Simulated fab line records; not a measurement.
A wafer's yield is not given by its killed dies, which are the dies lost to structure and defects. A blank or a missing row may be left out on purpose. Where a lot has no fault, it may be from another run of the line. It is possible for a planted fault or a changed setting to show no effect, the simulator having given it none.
fab line records ; flow n5Finfet ; part 1 of 2: steps 1 to 4 of 6
record: lots: 23; wafers: 69; lastDay: 19
route steps=1938 shown BEOL_M14@1753 BEOL_M15@1790
lots untouched by any fault: they come from a run of this same line in which no faults occurred
startH: hours from the record's first day to the start of the lot's first wafer shown ; waitH: hours elapsed since this lot's preceding step ; " identical to the entry in the row above ; L1.1+2: a row that stands for several wafers ; - either no value or no given start ; * or withheld: withheld ; < > ~ a bound
route shown NAME@n: names a module that has steps shown in the file, with the first one's number in the route ; usual: mean and standard deviation over wafers with no fault ; same: alike in all rows ; chamber/n: place in a boat ; sites: readings site by site ; _std_site: standard deviation of those values ; _edge_site: inner sites' mean taken away from outer sites' mean ; radiusMm: how far each site lies from the wafer's centre ; mask NAME#n: copy n ; behind: the tool/chamber that last shaped the wafer ; hold: why the lot went on hold/how many hours it stayed there/how the hold came to an end ; device: the n, p or np transistor that did not switch ; end of line: tests of these same wafers at the route's end ; for a step that has no rows: nothing shown but its recipe ; killed: the dies lost at the first sort to structure and to defects; this is not the yield of the wafer ; map: a wafer's dies, x killed, . not, _ none there
set.NAME: the setting the step ran with; set.NAME@STEP: the setting that earlier step ran with ; model.NAME: the simulator's own value behind a step, which no gauge read
the route's steps for a sample of lots (tables are steps, rows are wafers)
services: from which hour (startH, from the record's first day; less than 0 if before it) a tool's chamber was out of use, for how many hours, and why
== steps ==
step: N5_BEOL_M14_TRENCH_ETCH_34
recipe: chemistry: C4F8/O2/Ar; target: SiO2; targetDepthA: 5566.5; maskMaterial: SOC; heInnerTorr: 15; heOuterTorr: 30; timeS: 126.9; ionEnergyEv: 800; pressureMtorr: 20; sourceW: 1905; biasW: 2040; Ar_flow_sccm: 400; C4F8_flow_sccm: 16; O2_flow_sccm: 12
usual: drypumpMotorCurrentA: 5.6/0.44; oesProductAu: 0.77/0.072; rfVppV: 2225/65; showerheadPlenumPTorr: 3.44/0.12; throttleValvePct: 30.94/0.28
lot.wafer;tool;chamber;startH;waitH;drypumpMotorCurrentA;oesProductAu;rfHoursCounterH;rfVppV;showerheadPlenumPTorr;throttleValvePct
L074.2;rieDiel-01;3;256.31;0.0;5.4;0.73;157;2305;3.32;31.21
L074.3;rieDiel-01;2;256.31;0.0;5.6;0.78;116;2178;3.41;30.39
L074.5;rieDiel-01;1;256.31;0.0;5.8;0.76;-;2267;3.34;30.74
L075.3;rieDiel-02;3;266.74;0.0;4.9;0.82;78;2237;3.45;30.86
L075.4;rieDiel-02;1;266.74;0.0;5.2;0.74;156;2262;3.46;31.17
L075.6;rieDiel-02;1;266.74;0.0;5.2;0.73;-;2263;3.46;31.17
L076.1;rieDiel-04;3;267.39;0.0;5.7;0.69;233;2222;3.52;30.74
L076.2;rieDiel-04;2;267.39;0.0;4.7;0.86;53;2119;3.51;31.19
L076.6;rieDiel-04;0;267.39;0.0;5.5;0.94;-;2253;3.62;30.60
L078.1;rieDiel-02;0;277.34;0.0;6.2;0.76;156;2313;3.27;30.72
L078.2;rieDiel-02;2;277.34;0.0;5.8;0.72;134;2171;3.62;31.24
L078.4;rieDiel-02;1;277.34;0.0;5.2;0.73;159;2262;3.46;31.17
L077.3;rieDiel-02;3;278.13;0.0;4.9;0.82;82;2237;3.45;30.88
L077.4;rieDiel-02;0;278.13;0.0;6.2;0.76;156;2312;3.27;30.69
L077.5;rieDiel-02;3;278.13;0.0;4.9;0.82;-;2237;3.45;30.88
L080.1;rieDiel-04;1;294.36;0.0;5.8;0.75;157;2287;3.49;31.27
L080.2;rieDiel-04;2;294.36;0.0;4.7;0.85;61;2117;3.50;31.21
L080.6;rieDiel-04;3;294.36;0.0;5.7;0.69;-;2224;3.51;30.74
L081.1;rieDiel-04;0;298.34;0.0;5.6;0.91;32;2253;3.62;30.58
L081.4;rieDiel-04;2;298.34;0.0;4.7;0.85;63;2119;3.50;31.21
L081.6;rieDiel-04;2;298.34;0.0;4.7;0.84;-;2117;3.50;31.21
L079.1;rieDiel-01;1;298.75;0.0;5.7;0.75;138;2265;3.34;30.75
L079.3;rieDiel-01;0;298.75;0.0;6.2;0.74;169;2105;3.27;30.80
L079.6;rieDiel-01;2;298.75;0.0;5.6;0.76;-;2176;3.40;30.40
L083.2;rieDiel-04;3;313.92;0.0;5.6;0.67;249;2222;3.51;30.72
L083.3;rieDiel-04;2;313.92;0.0;4.7;0.84;70;2118;3.50;31.22
L083.4;rieDiel-04;3;313.92;0.0;5.7;0.68;-;2223;3.51;30.73
L082.2;rieDiel-04;3;315.29;0.0;5.7;0.68;250;2222;3.51;30.74
L082.4;rieDiel-04;2;315.29;0.0;4.8;0.84;-;2117;3.50;31.22
L082.5;rieDiel-04;0;315.29;0.0;5.6;0.90;-;2252;3.61;30.61
L086.1;rieDiel-01;3;321.28;0.0;5.4;0.71;180;2304;3.31;31.24
L086.3;rieDiel-01;0;321.28;0.0;6.2;0.74;176;2104;3.26;30.81
L086.5;rieDiel-01;2;321.28;0.0;5.6;0.76;-;2175;3.40;30.42
L084.4;rieDiel-02;3;321.44;0.0;4.9;0.80;98;2236;3.45;30.88
L084.5;rieDiel-02;2;321.44;0.0;5.8;0.71;-;2171;3.61;31.27
L084.6;rieDiel-02;3;321.44;0.0;4.9;0.80;-;2234;3.44;30.89
L085.3;rieDiel-04;2;331.00;0.0;4.8;0.85;78;2117;3.49;31.24
L085.4;rieDiel-04;0;331.00;0.0;5.6;0.89;-;2252;3.61;30.61
L085.5;rieDiel-04;2;331.00;0.0;4.8;0.85;-;2116;3.49;31.24
L089.1;rieDiel-04;3;351.18;0.0;5.8;0.95;6;2223;3.51;30.77
L089.2;rieDiel-04;1;351.18;0.0;5.8;0.73;174;2287;3.48;31.27
L089.6;rieDiel-04;1;351.18;0.0;5.8;0.73;-;2286;3.48;31.27
L088.1;rieDiel-02;3;352.06;0.0;4.9;0.78;108;2234;3.44;30.88
L088.3;rieDiel-02;0;352.06;0.0;6.2;0.73;183;2311;3.26;30.69
L088.4;rieDiel-02;2;352.06;0.0;5.8;0.70;161;2171;3.60;31.26
L087.3;rieDiel-02;2;361.72;0.0;5.8;0.70;165;2173;3.60;31.28
L087.4;rieDiel-02;1;361.72;0.0;5.2;0.71;-;2261;3.44;31.20
L087.6;rieDiel-02;0;361.72;0.0;6.2;0.73;-;2311;3.26;30.72
L090.1;rieDiel-02;2;364.82;0.0;5.8;0.69;166;2170;3.60;31.27
L090.2;rieDiel-02;0;364.82;0.0;6.1;0.73;187;2309;3.26;30.72
L090.4;rieDiel-02;2;364.82;0.0;5.8;0.70;-;2171;3.60;31.27
L093.1;rieDiel-02;0;385.36;0.0;6.1;0.73;194;2310;3.25;30.74
L093.2;rieDiel-02;1;385.36;0.0;5.2;0.70;198;2261;3.44;31.21
L093.5;rieDiel-02;1;385.36;0.0;5.2;0.70;-;2260;3.44;31.20
L092.1;rieDiel-02;0;388.93;0.0;6.1;0.72;195;2309;3.25;30.73
L092.3;rieDiel-02;3;388.93;0.0;4.9;0.78;115;2234;3.44;30.90
L092.4;rieDiel-02;2;388.93;0.0;5.8;0.69;175;2170;3.60;31.28
L094.1;rieDiel-04;3;403.11;0.0;5.7;0.90;24;2222;3.50;30.74
L094.3;rieDiel-04;2;403.11;0.0;4.8;0.81;100;2116;3.48;31.24
L094.5;rieDiel-04;3;403.11;0.0;5.7;0.91;-;2222;3.50;30.73
L095.4;rieDiel-01;0;403.28;0.0;6.2;0.70;205;2102;3.25;30.82
L095.5;rieDiel-01;0;403.28;0.0;6.2;0.71;-;2103;3.25;30.83
L095.6;rieDiel-01;1;403.28;0.0;5.7;0.72;-;2264;3.32;30.80
L097.2;rieDiel-04;1;409.72;0.0;5.8;0.71;193;2286;3.47;31.29
L097.3;rieDiel-04;2;409.72;0.0;4.7;0.81;102;2116;3.48;31.25
L097.5;rieDiel-04;2;409.72;0.0;4.8;0.81;-;2117;3.48;31.26
L096.3;rieDiel-01;3;409.90;0.0;5.5;0.70;210;2302;3.29;31.26
L096.5;rieDiel-01;0;409.90;0.0;6.2;0.71;-;2102;3.25;30.84
L096.6;rieDiel-01;1;409.90;0.0;5.8;0.72;-;2263;3.32;30.79
step: N5_BEOL_M15_STRIP_64
recipe: chemistry: O2; powerW: 600; tempC: 60; pressureMtorr: 30; rfFrequencyHz: 6e+07; biasPowerW: 0; overashFraction: 0.3; o2FlowSccm: 225
usual: drypumpMotorCurrentA: 5.73/0.28; oesProductAu: 0.77/0.08; rfVppV: 3.6/0.5; showerheadPlenumPTorr: 2.08/0.087; throttleValvePct: 16.71/0.17
same: biasPowerW: 0
lot.wafer;tool;chamber;startH;waitH;drypumpMotorCurrentA;oesProductAu;rfHoursCounterH;rfVppV;showerheadPlenumPTorr;throttleValvePct
L074.2;rieDiel-06;1;-;-;5.63;0.73;195;2.9;2.02;16.84
L074.3;rieDiel-06;0;-;-;5.59;0.82;64;4.5;2.04;16.43
L074.5;rieDiel-06;0;-;-;5.57;0.82;-;3.7;2.04;16.43
L076.1;rieDiel-03;0;-;-;6.41;0.85;40;3.7;2.06;16.61
L076.2;rieDiel-03;3;-;-;5.70;0.74;198;3.9;1.99;16.90
L076.6;rieDiel-03;3;-;-;5.70;0.74;-;3.6;1.99;16.90
L075.3;rieDiel-06;3;-;-;5.85;0.74;163;3.9;1.99;16.58
L075.4;rieDiel-06;0;-;-;5.57;0.81;67;4.1;2.04;16.44
L075.6;rieDiel-06;0;-;-;5.56;0.81;-;2.9;2.04;16.45
L078.1;rieDiel-06;1;-;-;5.62;0.73;200;4.7;2.02;16.85
L078.2;rieDiel-06;2;-;-;5.36;0.90;19;3.7;2.26;16.65
L078.4;rieDiel-06;3;-;-;5.87;0.74;165;4.4;1.99;16.57
L077.3;rieDiel-03;2;-;-;6.06;0.67;234;4.4;1.98;16.72
L077.4;rieDiel-03;1;-;-;5.96;0.73;174;2.8;2.07;16.63
L077.5;rieDiel-03;3;-;-;5.70;0.74;-;4.7;1.99;16.92
L080.1;rieDiel-03;1;-;-;5.92;0.72;178;3.3;2.07;16.64
L080.2;rieDiel-03;2;-;-;6.05;0.67;239;4.6;1.98;16.72
L080.6;rieDiel-03;2;-;-;6.04;0.67;-;4.1;1.98;16.72
L081.1;rieDiel-05;3;-;-;5.96;0.79;102;4.4;2.12;16.89
L081.4;rieDiel-05;2;-;-;5.32;0.71;229;3.4;2.04;16.69
L081.6;rieDiel-05;3;-;-;5.95;0.78;-;3.3;2.12;16.89
L079.1;rieDiel-05;3;-;-;5.93;0.78;103;2.9;2.12;16.91
L079.3;rieDiel-05;2;-;-;5.33;0.71;230;2.9;2.04;16.72
L079.6;rieDiel-05;2;-;-;5.33;0.71;-;3.6;2.04;16.69
L083.2;rieDiel-05;0;-;-;5.52;0.89;55;3.8;2.10;16.79
L083.3;rieDiel-05;2;-;-;5.33;0.70;233;3.2;2.04;16.71
L083.4;rieDiel-05;3;-;-;5.94;0.78;106;3.3;2.12;16.92
L082.2;rieDiel-05;3;-;-;5.94;0.78;107;4.1;2.12;16.91
L082.4;rieDiel-05;2;-;-;5.32;0.71;234;3.7;2.04;16.70
L082.5;rieDiel-05;1;-;-;5.76;0.70;-;3.3;2.17;16.74
L086.1;rieDiel-05;2;-;-;5.31;0.71;235;3.4;2.04;16.72
L086.3;rieDiel-05;1;-;-;5.76;0.70;203;3.5;2.17;16.76
L086.5;rieDiel-05;0;-;-;5.52;0.90;-;4.6;2.10;16.80
L084.4;rieDiel-03;1;-;-;5.98;0.72;187;3.5;2.07;16.67
L084.5;rieDiel-03;1;-;-;6.00;0.72;-;2.9;2.07;16.66
L084.6;rieDiel-03;0;-;-;6.40;0.82;-;3.5;2.06;16.65
L085.3;rieDiel-06;0;-;-;5.54;0.80;84;3.3;2.03;16.48
L085.4;rieDiel-06;1;-;-;5.66;0.71;216;2.9;2.01;16.87
L085.5;rieDiel-06;2;-;-;5.32;0.88;-;3.9;2.25;16.66
L089.1;rieDiel-06;1;-;-;5.62;0.70;221;4.2;2.01;16.88
L089.2;rieDiel-06;3;-;-;5.85;0.73;186;4.0;1.98;16.64
L089.6;rieDiel-06;2;-;-;5.33;0.86;-;3.9;2.25;16.67
L088.1;rieDiel-05;2;-;-;5.30;0.70;245;5.4;2.03;16.70
L088.3;rieDiel-05;0;-;-;5.47;0.88;65;3.3;2.10;16.81
L088.4;rieDiel-05;2;-;-;5.32;0.70;-;3.2;2.03;16.73
L087.3;rieDiel-03;0;-;-;6.42;0.80;70;3.8;2.05;16.68
L087.4;rieDiel-03;1;-;-;5.98;0.70;200;3.2;2.06;16.68
L087.6;rieDiel-03;2;-;-;6.06;0.98;-;4.0;2.23;16.21
L090.1;rieDiel-03;3;-;-;5.69;0.71;230;3.7;1.98;16.97
L090.2;rieDiel-03;0;-;-;6.38;0.79;72;3.9;2.05;16.70
L090.4;rieDiel-03;1;-;-;5.93;0.71;201;3.1;2.06;16.70
L093.1;rieDiel-05;3;-;-;5.96;0.76;126;2.9;2.11;16.93
L093.2;rieDiel-05;1;-;-;5.76;0.69;219;3.8;2.16;16.77
L093.5;rieDiel-05;1;-;-;5.74;0.69;-;3.4;2.16;16.77
L092.1;rieDiel-06;2;-;-;5.34;0.85;51;3.0;2.25;16.70
L092.3;rieDiel-06;1;-;-;5.65;0.70;232;4.1;2.01;16.91
L092.4;rieDiel-06;0;-;-;5.56;0.78;99;4.3;2.03;16.51
L094.1;rieDiel-06;2;-;-;5.35;0.85;55;2.9;2.25;16.70
L094.3;rieDiel-06;1;-;-;5.65;0.71;237;3.2;2.00;16.92
L094.5;rieDiel-06;3;-;-;5.89;0.73;-;3.2;1.98;16.65
L095.4;rieDiel-05;1;-;-;5.77;0.69;227;3.0;2.16;16.76
L095.5;rieDiel-05;1;-;-;5.77;0.69;-;3.6;2.16;16.78
L095.6;rieDiel-05;0;-;-;5.52;0.86;-;3.9;2.09;16.84
L097.2;rieDiel-03;0;-;-;6.41;0.78;87;3.1;2.05;16.71
L097.3;rieDiel-03;2;-;-;6.07;0.92;19;3.6;2.23;16.25
L097.5;rieDiel-03;3;-;-;5.70;0.70;-;3.8;1.97;17.00
L096.3;rieDiel-06;0;-;-;5.57;0.78;107;3.4;2.02;16.52
L096.5;rieDiel-06;0;-;-;5.57;0.78;-;4.1;2.02;16.52
L096.6;rieDiel-06;3;-;-;5.87;0.71;-;4.1;1.98;16.66
step: N5_BEOL_M15_CD_MEAS_28
recipe: targetCdNm: 407.6; landingEnergyEv: 500; detector: seInlens
usual: cdNm: 407.9/2.6
same: landingEnergyEv: 500
lot.wafer;tool;chamber;startH;waitH;cdNm
L074.2;cdSem-01;0;265.15;-;406.4
L074.3;cdSem-01;0;265.15;-;405.7
L074.5;cdSem-01;0;265.15;-;403.8
L076.1;cdSem-01;0;276.12;-;411.8
L076.2;cdSem-01;0;276.12;-;409.2
L076.6;cdSem-01;0;276.12;-;412.0
L075.3;cdSem-01;0;276.60;-;404.8
L075.4;cdSem-01;0;276.60;-;402.2
L075.6;cdSem-01;0;276.60;-;403.3
L078.1;cdSem-03;0;283.10;-;410.7
L078.2;cdSem-03;0;283.10;-;407.0
L078.4;cdSem-03;0;283.10;-;411.3
L077.3;cdSem-01;0;284.53;-;408.4
L077.4;cdSem-01;0;284.53;-;405.7
L077.5;cdSem-01;0;284.53;-;405.8
L080.1;cdSem-03;0;299.03;-;408.3
L080.2;cdSem-03;0;299.03;-;407.0
L080.6;cdSem-03;0;299.03;-;410.9
L081.1;cdSem-03;0;302.48;-;410.9
L081.4;cdSem-03;0;302.48;-;409.6
L081.6;cdSem-03;0;302.48;-;407.3
L079.1;cdSem-01;0;309.26;-;406.3
L079.3;cdSem-01;0;309.26;-;410.4
L079.6;cdSem-01;0;309.26;-;408.6
L083.2;cdSem-02;0;319.90;-;408.8
L083.3;cdSem-02;0;319.90;-;408.3
L083.4;cdSem-02;0;319.90;-;409.0
L082.2;cdSem-02;0;322.08;-;406.9
L082.4;cdSem-02;0;322.08;-;405.8
L082.5;cdSem-02;0;322.08;-;412.5
L086.1;cdSem-03;0;327.71;-;403.2
L086.3;cdSem-03;0;327.71;-;404.1
L086.5;cdSem-03;0;327.71;-;408.7
L084.4;cdSem-02;0;330.08;-;405.6
L084.5;cdSem-02;0;330.08;-;408.7
L084.6;cdSem-02;0;330.08;-;404.7
L085.3;cdSem-03;0;337.49;-;412.2
L085.4;cdSem-03;0;337.49;-;409.7
L085.5;cdSem-03;0;337.49;-;408.2
L089.1;cdSem-01;0;360.76;-;407.0
L089.2;cdSem-01;0;360.76;-;406.1
L089.6;cdSem-01;0;360.76;-;408.9
L088.1;cdSem-02;0;361.05;-;404.4
L088.3;cdSem-02;0;361.05;-;407.2
L088.4;cdSem-02;0;361.05;-;408.2
L087.3;cdSem-01;0;367.13;-;404.7
L087.4;cdSem-01;0;367.13;-;411.8
L087.6;cdSem-01;0;367.13;-;411.0
L090.1;cdSem-01;0;371.51;-;404.3
L090.2;cdSem-01;0;371.51;-;407.7
L090.4;cdSem-01;0;371.51;-;410.5
L093.1;cdSem-02;0;390.88;-;408.7
L093.2;cdSem-02;0;390.88;-;407.6
L093.5;cdSem-02;0;390.88;-;412.8
L092.1;cdSem-01;0;394.19;-;406.5
L092.3;cdSem-01;0;394.19;-;410.3
L092.4;cdSem-01;0;394.19;-;407.4
L094.1;cdSem-01;0;409.48;-;407.5
L094.3;cdSem-01;0;409.48;-;410.3
L094.5;cdSem-01;0;409.48;-;410.1
L095.4;cdSem-02;0;409.65;-;404.1
L095.5;cdSem-02;0;409.65;-;409.8
L095.6;cdSem-02;0;409.65;-;405.2
L097.2;cdSem-01;0;422.21;-;409.5
L097.3;cdSem-01;0;422.21;-;407.1
L097.5;cdSem-01;0;422.21;-;408.7
L096.3;cdSem-02;0;422.25;-;408.6
L096.5;cdSem-02;0;422.25;-;411.8
L096.6;cdSem-02;0;422.25;-;410.2
step: N5_BEOL_M15_STRIP_37
recipe: chemistry: O2; powerW: 600; tempC: 60; pressureMtorr: 30; rfFrequencyHz: 6e+07; biasPowerW: 0; overashFraction: 0.3; o2FlowSccm: 225
usual: drypumpMotorCurrentA: 5.8/0.3; oesProductAu: 0.78/0.079; rfVppV: 3.7/0.6; showerheadPlenumPTorr: 2.08/0.08; throttleValvePct: 16.71/0.17
same: biasPowerW: 0
lot.wafer;tool;chamber;startH;waitH;drypumpMotorCurrentA;oesProductAu;rfHoursCounterH;rfVppV;showerheadPlenumPTorr;throttleValvePct
L074.2;rieDiel-05;0;-;-;5.5;0.91;39;2.9;2.11;16.76
L074.3;rieDiel-05;2;-;-;5.3;0.71;218;4.0;2.04;16.67
L074.5;rieDiel-05;0;-;-;5.5;0.93;-;3.4;2.11;16.74
L076.1;rieDiel-05;1;-;-;5.8;0.72;190;4.7;2.17;16.70
L076.2;rieDiel-05;2;-;-;5.3;0.71;222;3.7;2.04;16.67
L076.6;rieDiel-05;2;-;-;5.3;0.72;-;3.8;2.04;16.67
L075.3;rieDiel-06;2;-;-;5.4;0.90;19;3.2;2.26;16.65
L075.4;rieDiel-06;0;-;-;5.6;0.82;69;4.6;2.04;16.46
L075.6;rieDiel-06;3;-;-;5.9;0.76;-;3.8;1.99;16.58
L078.1;rieDiel-03;1;-;-;6.0;0.73;174;4.1;2.07;16.63
L078.2;rieDiel-03;0;-;-;6.4;0.85;43;3.5;2.06;16.64
L078.4;rieDiel-03;2;-;-;6.0;0.67;235;3.7;1.98;16.72
L077.3;rieDiel-05;0;-;-;5.5;0.91;45;3.7;2.11;16.76
L077.4;rieDiel-05;1;-;-;5.8;0.71;191;3.7;2.17;16.70
L077.5;rieDiel-05;3;-;-;6.0;0.79;-;4.0;2.12;16.88
L080.1;rieDiel-03;3;-;-;5.7;0.74;207;3.2;1.98;16.90
L080.2;rieDiel-03;1;-;-;6.0;0.73;179;3.9;2.07;16.65
L080.6;rieDiel-03;0;-;-;6.4;0.83;-;3.6;2.06;16.63
L081.1;rieDiel-05;0;-;-;5.5;0.91;50;4.0;2.10;16.80
L081.4;rieDiel-05;1;-;-;5.8;0.70;196;3.0;2.17;16.72
L081.6;rieDiel-05;0;-;-;5.5;0.90;-;4.4;2.10;16.78
L079.1;rieDiel-03;0;-;-;6.4;0.83;52;3.5;2.06;16.63
L079.3;rieDiel-03;2;-;-;6.0;0.66;243;2.4;1.98;16.72
L079.6;rieDiel-03;0;-;-;6.5;0.82;-;3.3;2.06;16.63
L083.2;rieDiel-05;3;-;-;6.0;0.78;107;4.1;2.12;16.89
L083.3;rieDiel-05;0;-;-;5.5;0.89;56;2.8;2.10;16.79
L083.4;rieDiel-05;1;-;-;5.8;0.70;202;4.6;2.17;16.73
L082.2;rieDiel-05;1;-;-;5.8;0.71;202;4.2;2.17;16.72
L082.4;rieDiel-05;3;-;-;6.0;0.79;107;3.4;2.12;16.91
L082.5;rieDiel-05;0;-;-;5.5;0.90;-;3.4;2.10;16.79
L086.1;rieDiel-05;0;-;-;5.5;0.89;58;3.0;2.10;16.79
L086.3;rieDiel-05;2;-;-;5.3;0.71;236;2.6;2.04;16.72
L086.5;rieDiel-05;1;-;-;5.7;0.70;-;4.5;2.17;16.73
L084.4;rieDiel-06;3;-;-;5.9;0.74;179;5.3;1.99;16.61
L084.5;rieDiel-06;2;-;-;5.4;0.87;-;2.6;2.26;16.65
L084.6;rieDiel-06;1;-;-;5.7;0.72;-;3.6;2.01;16.89
L085.3;rieDiel-06;2;-;-;5.3;0.88;36;4.0;2.25;16.69
L085.4;rieDiel-06;3;-;-;5.9;0.73;182;3.7;1.98;16.61
L085.5;rieDiel-06;3;-;-;5.9;0.72;-;4.1;1.98;16.60
L088.1;rieDiel-03;3;-;-;5.7;0.71;227;4.2;1.98;16.97
L088.3;rieDiel-03;1;-;-;5.9;0.70;199;4.8;2.06;16.70
L088.4;rieDiel-03;0;-;-;6.4;0.80;69;3.4;2.05;16.69
L089.1;rieDiel-06;0;-;-;5.6;0.78;91;2.9;2.03;16.48
L089.2;rieDiel-06;2;-;-;5.3;0.87;42;4.5;2.25;16.69
L089.6;rieDiel-06;1;-;-;5.6;0.71;-;4.5;2.01;16.87
L087.3;rieDiel-06;3;-;-;5.9;0.72;189;3.4;1.98;16.62
L087.4;rieDiel-06;1;-;-;5.6;0.70;225;3.2;2.01;16.89
L087.6;rieDiel-06;3;-;-;5.9;0.73;-;5.6;1.98;16.64
L090.1;rieDiel-03;3;-;-;5.7;0.71;232;3.9;1.98;16.95
L090.2;rieDiel-03;1;-;-;6.0;0.71;203;3.5;2.06;16.70
L090.4;rieDiel-03;1;-;-;6.0;0.69;-;3.9;2.06;16.70
L093.1;rieDiel-03;1;-;-;6.0;0.71;209;4.1;2.06;16.72
L093.2;rieDiel-03;0;-;-;6.4;0.80;79;3.9;2.05;16.70
L093.5;rieDiel-03;3;-;-;5.7;0.72;-;3.7;1.98;16.99
L092.1;rieDiel-03;3;-;-;5.7;0.70;239;3.2;1.97;16.96
L092.3;rieDiel-03;1;-;-;6.0;0.70;211;3.1;2.06;16.72
L092.4;rieDiel-03;0;-;-;6.4;0.79;81;3.9;2.05;16.69
L094.1;rieDiel-06;2;-;-;5.3;0.83;56;3.4;2.25;16.70
L094.3;rieDiel-06;3;-;-;5.9;0.72;200;4.6;1.98;16.65
L094.5;rieDiel-06;3;-;-;5.9;0.72;-;3.1;1.98;16.67
L095.4;rieDiel-06;0;-;-;5.6;0.77;105;4.3;2.02;16.53
L095.5;rieDiel-06;0;-;-;5.6;0.78;-;4.0;2.03;16.52
L095.6;rieDiel-06;1;-;-;5.7;0.69;-;3.7;2.00;16.90
L097.2;rieDiel-05;3;-;-;5.9;0.76;139;3.6;2.11;16.99
L097.3;rieDiel-05;0;-;-;5.5;0.85;87;3.8;2.09;16.86
L097.5;rieDiel-05;3;-;-;6.0;0.77;-;3.4;2.11;16.95
L096.3;rieDiel-05;0;-;-;5.5;0.84;87;3.5;2.09;16.86
L096.5;rieDiel-05;1;-;-;5.8;0.68;-;4.1;2.16;16.80
L096.6;rieDiel-05;2;-;-;5.3;0.94;-;3.9;2.03;16.31
